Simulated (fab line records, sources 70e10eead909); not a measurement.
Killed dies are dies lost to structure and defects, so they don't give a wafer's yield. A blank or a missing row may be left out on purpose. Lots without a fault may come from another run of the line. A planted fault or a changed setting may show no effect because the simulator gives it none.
A struck lot beside a sound one | flow nand_harc | 15 steps out of a route of 1302
Sound: wafers L886.3, L886.4, L886.6. Struck: wafer L903.4. (L903.1, L903.5 of the same lot were not struck and are left out.) The cause comes at the end.
At each step with rows: each side's tool, then ch and its chambers, then its first start. Under that, the readings that differ: sound wafers | struck wafers | difference of the means | sigmas: that difference in standard deviations of wafers without a fault.
alike: readings whose means differ by less than 2 such deviations, and words and numbers that are the same on both sides. not compared: withheld readings, readings that some wafer has no value for, bounds like >300 that may hide the same value, and numbers for which the record gives no deviation and whose values overlap.
The two part at a step that has a row with sigmas, a row that says differs or no value, or rows on one side only. Numbers that don't overlap but have no deviation are shown without sigmas and don't part them. A reading that every wafer of one side lacks parts them only if that side has two wafers or more.

first, 5 steps without rows for these wafers: NHARC_A_CHANNEL_HOLE_D1_SOFTBAKE_05 (time 55 s); NHARC_A_CHANNEL_HOLE_D1_EBR_06; NHARC_A_CHANNEL_HOLE_D1_EXPOSE_07 (exposes mask HOLE D1, target cd 100 nm); NHARC_A_CHANNEL_HOLE_D1_PEB_08 (peb time 65 s); NHARC_A_CHANNEL_HOLE_D1_DEVELOP_09 (develop time 35 s).
NHARC_A_CHANNEL_HOLE_D1_CD_MEAS_10: target cd 100 nm.
  sound on cd_sem-01 ch 0, day 8 12:23; struck on cd_sem-01 ch 0, day 15 07:31
  alike: cd_nm
NHARC_A_CHANNEL_HOLE_D1_OVL_MEAS_11:
  sound on overlay-02, day 8 12:29; struck on overlay-01, day 15 07:36
  reading           | sound          | struck | difference | sigmas
  overlay_x_nm (nm) | -0.3 -0.8 -0.9 | 1.3    | +2.0       | +2
  alike: overlay_y_nm
NHARC_A_CHANNEL_HOLE_D1_INSPECT_12:
  sound on defect_inspect-01, day 8 12:31; struck on defect_inspect-02, day 15 07:38
  alike: raw_defect_count
NHARC_A_CHANNEL_HOLE_D1_DESCUM_15: chemistry O2, time 3 s.
  sound on rie_diel-01 ch 0,1, day 8 12:35; struck on rie_diel-03 ch 0, day 15 07:41
  alike: drypump_motor_current_A, mfc_ar_sccm, oes_product_au, rf_vpp_V, showerhead_plenum_p_Torr, throttle_valve_pct
  not compared: rf_hours_counter_h
NHARC_A_CHANNEL_HOLE_D1_ETCH_38: etches the open film in CF4, target depth 39 nm, time 65 s.
  sound on rie_diel-01 ch 0,2, day 8 12:40; struck on rie_diel-03 ch 1, day 15 07:47
  reading                     | sound       | struck | difference | sigmas
  drypump_motor_current_A (A) | 5.3 6.3 5.3 | 6.7    | +1.1       | +2
  alike: mfc_ar_sccm, oes_product_au, rf_fwd_power_W, rf_vpp_V, run_length_s, showerhead_plenum_p_Torr, throttle_valve_pct
  not compared: rf_hours_counter_h
NHARC_A_CHANNEL_HOLE_D1_ETCH_39: etches the open film in N2/H2, target depth 260 nm, time 325 s.
  sound on rie_diel-01 ch 1,2,3; struck on rie_diel-03 ch 0
  alike: drypump_motor_current_A, mfc_ar_sccm, oes_product_au, rf_fwd_power_W, rf_vpp_V, run_length_s, showerhead_plenum_p_Torr, throttle_valve_pct
  not compared: rf_hours_counter_h
NHARC_A_CHANNEL_HOLE_D1_ETCH_34: etches the open film in CF4/CHF3, target depth 154 nm, time 77 s.
  sound on rie_diel-01 ch 0,1; struck on rie_diel-03 ch 2
  alike: drypump_motor_current_A, mfc_ar_sccm, oes_product_au, rf_fwd_power_W, rf_vpp_V, run_length_s, showerhead_plenum_p_Torr, throttle_valve_pct
  not compared: rf_hours_counter_h
NHARC_A_CHANNEL_HOLE_D1_ETCH_16: etches the open film in O2/COS, target depth 3100 nm, time 806 s.
  sound on rie_diel-01 ch 1,2, day 8 13:06; struck on rie_diel-03 ch 3, day 15 08:20
  reading                     | sound             | struck | difference | sigmas
  drypump_motor_current_A (A) | 4.8 5.2 4.8       | 6.2    | +1.3       | +3
  mfc_ar_sccm (sccm)          | 0.021 0.022 0.021 | 0      | +0         | -3
  run_length_s (s)            | 827.3 827.1 827.3 | 656.3  | -170.9     | -99 or more
  alike: oes_product_au, rf_vpp_V, showerhead_plenum_p_Torr, throttle_valve_pct
  not compared: rf_fwd_power_W, rf_hours_counter_h
NHARC_A_CHANNEL_HOLE_D1_CD_MEAS_18:
  sound on cd_sem-02, day 8 13:41; struck on cd_sem-02, day 15 08:55
  alike: cd_nm
-- the record jumps here: 16 days lie between the struck wafers' starts before and after (it left off in module A_CHANNEL_HOLE_D1 and takes up again in module END, whose first step shown is number 1302 of the route) --
NHARC_END_SORT_01:
  the record has rows for the struck wafers here (prober-01 ch 0, day 31 13:47) and none for the sound ones

WHERE THEY PART
First at NHARC_A_CHANNEL_HOLE_D1_OVL_MEAS_11; last, within this record, at NHARC_END_SORT_01.

WHY: what the simulator had put in
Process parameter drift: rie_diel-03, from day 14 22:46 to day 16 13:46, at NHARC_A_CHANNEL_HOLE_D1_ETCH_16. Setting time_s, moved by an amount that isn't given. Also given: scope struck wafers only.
